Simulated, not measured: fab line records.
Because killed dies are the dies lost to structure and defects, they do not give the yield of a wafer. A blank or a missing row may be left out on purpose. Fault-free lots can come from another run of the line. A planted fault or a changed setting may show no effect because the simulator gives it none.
Which tool was responsible? :: flow n5 finfet :: at 1 step of a route of 1938, 10 lots with 30 wafers sampled

WHAT EACH GAUGE READ, for each wafer
N5_BEOL_M4_RC_MEAS_101.
lot: L498
measured: day 12 18:28
on: prober-02
DIBL_N (mV/V): 40.6 38.6 39.5

lot: L503
measured: day 12 19:27
on: prober-01
DIBL_N (mV/V): 39.6 37.3 39.5

lot: L502
measured: day 12 21:09
on: prober-02
DIBL_N (mV/V): 40.1 41.5 40.5

lot: L506
measured: day 13 12:31
on: prober-02
DIBL_N (mV/V): 36.7 35.2 37.4

lot: L507
measured: day 14 11:16
on: prober-02
DIBL_N (mV/V): 36.4 32.7 35.0

lot: L511
measured: day 14 14:53
on: prober-02
DIBL_N (mV/V): 36.8 37.6 42.1

lot: L510
measured: day 15 06:35
on: prober-01
DIBL_N (mV/V): 38.9 38.1 40.2

lot: L514
measured: day 15 15:13
on: prober-02
DIBL_N (mV/V): 38.0 33.1 35.1

lot: L512
measured: day 15 15:47
on: prober-01
DIBL_N (mV/V): 32.3 36.0 32.8

lot: L516
measured: day 16 07:49
on: prober-02
DIBL_N (mV/V): 36.5 37.0 38.3

WHAT TOOL EACH LOT RAN ON (gives the tool, then ch and the chambers of the sampled wafers, and finally the start)
No process step before these readings appears in the record.

THE ANSWER, worked out from the rows above alone
Rule: the usual values come from the lots themselves. Put in order of their means at a reading, lots are off if they are a third of the lots or fewer, leave a main group of 4 or more, and stand apart from it by a gap of 3 or more times the standard deviation of the main group's means; of several such gaps the widest counts. If all means in a main group match to the digits the tables above print for the reading, that group is not used. Also off: a lot with no number at a reading for which 4 or more lots have one. Any other lot the step has rows for is counted as sound.
No lot is off on any of the readings shown, so nothing can be concluded from this.

WHAT THE SIMULATOR PUT IN
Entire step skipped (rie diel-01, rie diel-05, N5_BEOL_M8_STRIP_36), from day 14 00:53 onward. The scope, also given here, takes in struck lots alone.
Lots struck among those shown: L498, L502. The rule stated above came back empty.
